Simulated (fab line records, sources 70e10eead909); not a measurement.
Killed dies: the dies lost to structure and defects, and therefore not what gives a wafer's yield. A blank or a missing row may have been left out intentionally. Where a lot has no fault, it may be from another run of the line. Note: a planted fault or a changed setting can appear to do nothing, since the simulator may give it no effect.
A lot that was struck, set against a sound lot | flow nand harc | 15 steps out of a route of 1302
Sound: wafers L806.2, L806.3, L806.5. Struck: wafers L812.1, L812.5, L812.6. At the end, the cause is stated.
At each step with rows: each side's tool, then ch and its chambers, then its first start. Under that, the readings that differ: sound wafers | struck wafers | difference of the means | sigmas: that difference in standard deviations of wafers without a fault.
alike: a reading whose means differ by less than 2 such deviations, as well as words and numbers matching on both sides. not compared: withheld readings; readings where some wafer has no value; bounds like >300 that might hide an equal value; numbers whose values overlap and for which the record gives no deviation.
A row with sigmas, a row that says differs or no value, or rows on one side alone: a step with any of these is where the two part. Non-overlapping numbers with no deviation appear without sigmas and do not part them. A reading that every wafer of one side lacks parts them only if that side has two wafers or more.

first, 2 steps without rows for these wafers: NHARC_A_CONTACT_STRIP_104 (strips in CF4/CHF3); NHARC_A_CONTACT_STRIP_105 (strips in O2/COS).
NHARC_A_CONTACT_ETCH_106: etches the open film in CF4/O2, target depth 90 nm, overetch 9 nm, time 49.5 s.
  sound on rie diel-03 ch 0,1,3, day 23 08:28; struck on rie diel-04 ch 0,1,2, day 27 12:42
  alike: cf4 flow sccm, drypump motor current A, oes product au, rf vpp V, showerhead plenum p Torr, throttle valve pct
  not compared: rf hours counter h
NHARC_A_CONTACT_STRIP_82: strips in O2.
  sound: rie diel-03 ch 1,2; struck: rie diel-04 ch 2,3
  alike: drypump motor current A, oes product au, rf vpp V, showerhead plenum p Torr, throttle valve pct
  not compared: rf hours counter h
then, 1 step without rows for these wafers: NHARC_A_CONTACT_STRIP_83 (strips in post etch residue remover, time 600 s).
NHARC_A_CONTACT_DEP_84: deposits aC, target thk 2800 nm.
  sound on acl dep-01 ch 0, day 23 10:10; struck on acl dep-01 ch 0, day 27 13:56
  alike: throttle valve pct
NHARC_A_CONTACT_DEP_85: deposits SiON, target thk 60 nm.
  sound on pecvd-04 ch 0,2, day 23 11:40; struck on pecvd-01 ch 0,2, day 27 15:49
  alike: heater power w
then, 5 steps without rows for these wafers: NHARC_A_CONTACT_DEHYDRATE_00 (time 120 s); NHARC_A_CONTACT_HMDS_01 (time 30 s); NHARC_A_CONTACT_COAT_86 (time 75 s); NHARC_A_CONTACT_COAT_87 (time 65 s); NHARC_A_CONTACT_COAT_02 (resist thk 90 nm).
NHARC_A_CONTACT_SOFTBAKE_03: time 55 s.
  sound on litho track-06 ch 0, day 23 11:00; struck on litho track-01 ch 0, day 27 16:00
  reading                  | sound                | struck               | difference                    | sigmas
  heater power total W (W) | 188.76 188.69 188.42 | 222.81 222.40 222.42 | +33.92                        | +99 or more
  plate temp C (C)         | 104.94 104.93 105.08 | - - -                | no value on the struck wafers |
next, for these wafers, 1 step has no rows: NHARC_A_CONTACT_EBR_04.
-- record jumps: 2 days between struck wafers' starts before vs after; left off in module A_CONTACT, resumes in module END, first step shown is number 1302 of the route --
NHARC_END_SORT_01:
  sound on prober-01 ch 0, day 25 15:47; struck on prober-02 ch 0, day 29 17:01
  alike: killed at array, killed at other, killed at periphery, killed dies, killed open, killed short

== WHERE THEY PART ==
Within this record, at NHARC_A_CONTACT_SOFTBAKE_03 only. Later steps at which nothing parts them and some readings are alike: NHARC_END_SORT_01.

WHY: the cause the simulator had injected
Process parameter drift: litho track-01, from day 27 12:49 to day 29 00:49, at NHARC_A_CONTACT_SOFTBAKE_03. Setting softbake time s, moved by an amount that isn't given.
